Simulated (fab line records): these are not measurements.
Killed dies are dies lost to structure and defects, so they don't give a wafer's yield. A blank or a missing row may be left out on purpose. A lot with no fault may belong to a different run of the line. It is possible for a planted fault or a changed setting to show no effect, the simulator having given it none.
What tool caused it? ; flow nand harc ; 72 wafers from 24 lots sampled at 3 of the route's 1159 steps

WHAT THE GAUGES SHOWED, per wafer
NHARC_A_CONTACT_CD_MEAS_15.
lot;measured;on;cd nm (nm)
L075;day 17 04:32;cd sem-03;89.9 88.8 88.7
L074;day 17 04:52;cd sem-02;88.3 89.2 89.2
L076;day 17 07:01;cd sem-01;89.9 89.3 88.7
L079;day 17 18:02;cd sem-01;89.3 89.2 89.7
L078;day 17 23:32;cd sem-03;91.0 89.5 89.7
L077;day 18 03:01;cd sem-01;89.0 88.3 88.7
L080;day 18 13:58;cd sem-01;90.1 90.4 89.6
L082;day 18 15:11;cd sem-01;89.2 88.6 88.9
L081;day 18 22:11;cd sem-02;90.6 89.7 91.4
L083;day 19 10:28;cd sem-01;89.8 90.5 89.9
L084;day 19 11:49;cd sem-01;89.5 88.2 88.1
L085;day 19 20:00;cd sem-02;89.1 88.9 89.0
L088;day 19 22:44;cd sem-01;90.6 91.0 90.6
L087;day 20 01:06;cd sem-02;89.2 90.0 89.5
L086;day 20 10:17;cd sem-02;90.5 90.3 90.5
L089;day 20 13:02;cd sem-01;89.5 89.6 90.0
L090;day 21 01:13;cd sem-03;90.4 90.7 90.5
L091;day 21 07:47;cd sem-03;89.1 90.1 89.7
L094;day 21 12:27;cd sem-03;90.0 91.0 90.4
L093;day 21 15:23;cd sem-03;89.7 89.2 89.6
L092;day 22 01:32;cd sem-03;90.4 90.4 90.4
L095;day 22 06:59;cd sem-01;91.5 89.9 89.7
L097;day 22 20:18;cd sem-01;89.9 89.8 90.2
L096;day 22 20:39;cd sem-03;90.4 89.4 89.8

NHARC_A_BLC_CD_MEAS_19.
lot;measured;on;cd nm (nm)
L075;day 17 16:43;cd sem-03;97.8 99.5 100.7
L074;day 17 17:39;cd sem-02;104.0 101.4 103.7
L076;day 17 18:23;cd sem-02;104.8 98.8 105.0
L079;day 17 22:13;cd sem-03;101.0 99.7 100.8
L078;day 18 04:01;cd sem-01;97.4 99.5 97.9
L077;day 18 07:14;cd sem-01;100.1 99.6 97.8
L080;day 18 18:05;cd sem-02;98.4 101.1 99.2
L082;day 18 19:16;cd sem-01;97.8 100.9 99.4
L081;day 19 07:10;cd sem-01;95.1 102.6 101.2
L083;day 19 14:47;cd sem-02;98.2 103.3 95.9
L084;day 19 15:47;cd sem-01;101.4 99.1 102.4
L085;day 20 04:04;cd sem-01;101.6 101.2 102.7
L088;day 20 04:52;cd sem-01;104.8 97.8 102.3
L087;day 20 05:26;cd sem-01;99.3 97.4 96.9
L086;day 20 14:43;cd sem-02;99.5 97.3 98.0
L089;day 20 17:17;cd sem-02;96.8 104.6 100.3
L090;day 21 07:42;cd sem-01;98.8 101.6 98.3
L091;day 21 18:05;cd sem-01;100.2 95.1 103.6
L094;day 21 18:55;cd sem-01;100.3 101.1 106.7
L093;day 21 19:39;cd sem-02;102.1 99.7 103.0
L092;day 22 05:47;cd sem-01;104.4 101.4 98.4
L095;day 22 11:41;cd sem-02;99.6 100.0 103.3
L097;day 23 00:39;cd sem-03;101.8 99.1 99.3
L096;day 23 01:06;cd sem-02;102.7 101.8 104.0

EACH LOT AND THE TOOL THAT RAN IT (in order: tool; ch and the chambers of the sampled wafers; start)
lot;NHARC_A_CONTACT_ALD_18
L075;ald metal-03 ch 1,2,3, day 17 05:28
L074;ald metal-01 ch 0,1,3, day 17 05:50
L076;ald metal-02 ch 0,1,2, day 17 08:02
L079;ald metal-01 ch 1,3, day 17 19:01
L078;ald metal-03 ch 0,1, day 18 00:28
L077;ald metal-01 ch 0,1, day 18 04:05
L080;ald metal-02 ch 0,2,3, day 18 14:56
L082;ald metal-01 ch 2,3, day 18 16:07
L081;ald metal-02 ch 1,2,3, day 18 23:16
L083;ald metal-02 ch 2,3, day 19 11:38
L084;ald metal-01 ch 0,1,2, day 19 12:45
L085;ald metal-02 ch 0,3, day 19 21:02
L088;ald metal-01 ch 0,3, day 19 23:46
L087;ald metal-03 ch 0,1,2, day 20 02:10
L086;ald metal-03 ch 0,3, day 20 11:40
L089;ald metal-01 ch 2,3, day 20 14:06
L090;ald metal-03 ch 0,1, day 21 02:11
L091;ald metal-02 ch 0,1,3, day 21 08:45
L094;ald metal-01 ch 1,2,3, day 21 13:29
L093;ald metal-02 ch 2,3, day 21 16:25
L092;ald metal-02 ch 1,2,3, day 22 02:38
L095;ald metal-02 ch 1,2,3, day 22 07:58
L097;ald metal-03 ch 0,1, day 22 21:17
L096;ald metal-02 ch 0,2, day 22 21:39
- NHARC_A_CONTACT_ALD_18: deposits TiN, target thk 3 nm, pulse time 1 s, ald cycles 150.

WHAT THE TOOLS THEMSELVES READ (means of the sampled wafers that have a number; where no wafer has one, the mark that the record gives instead)
NHARC_A_CONTACT_ALD_18.
lot;tool;heater power w (W);precursor pulse height rel
L075;ald metal-03;1159;0.992
L074;ald metal-01;1005;0.986
L076;ald metal-02;1109;0.998
L079;ald metal-01;953;1.001
L078;ald metal-03;1148;1.005
L077;ald metal-01;979;1.002
L080;ald metal-02;1073;0.995
L082;ald metal-01;1061;0.999
L081;ald metal-02;1111;0.972
L083;ald metal-02;1088;0.998
L084;ald metal-01;1083;0.994
L085;ald metal-02;1031;1.008
L088;ald metal-01;991;0.991
L087;ald metal-03;1141;1.004
L086;ald metal-03;1156;0.989
L089;ald metal-01;1057;0.997
L090;ald metal-03;1159;1.018
L091;ald metal-02;1086;1.003
L094;ald metal-01;1000;1.023
L093;ald metal-02;1073;0.984
L092;ald metal-02;1130;0.993
L095;ald metal-02;1127;1.000
L097;ald metal-03;1103;0.993
L096;ald metal-02;1051;0.992

THE ANSWER, worked out from the rows above alone
Rule: the usual values come from the lots themselves. The widest of any qualifying gaps counts: lots, ordered by their means at a reading, are off when they make up no more than a third of the lots, leave a main group of 4 or more, and stand apart from it by 3 or more times the standard deviation of that group's means. A main group is skipped when, at the precision printed for the reading in the tables above, its means are all equal. A lot without any number at a reading at which 4 lots or more have one is off too. All remaining lots with rows at the step are treated as sound. Order of review: gauges by route order, followed by the tools' own readings, for which a lot's mean as printed above is used. The first step at which some lot is off is used, and at that step the reading that is off furthest; a lot without a number counts as furthest.
Across all readings shown, no lot is off: no conclusion can be drawn from this.

WHAT THE SIMULATOR PUT IN
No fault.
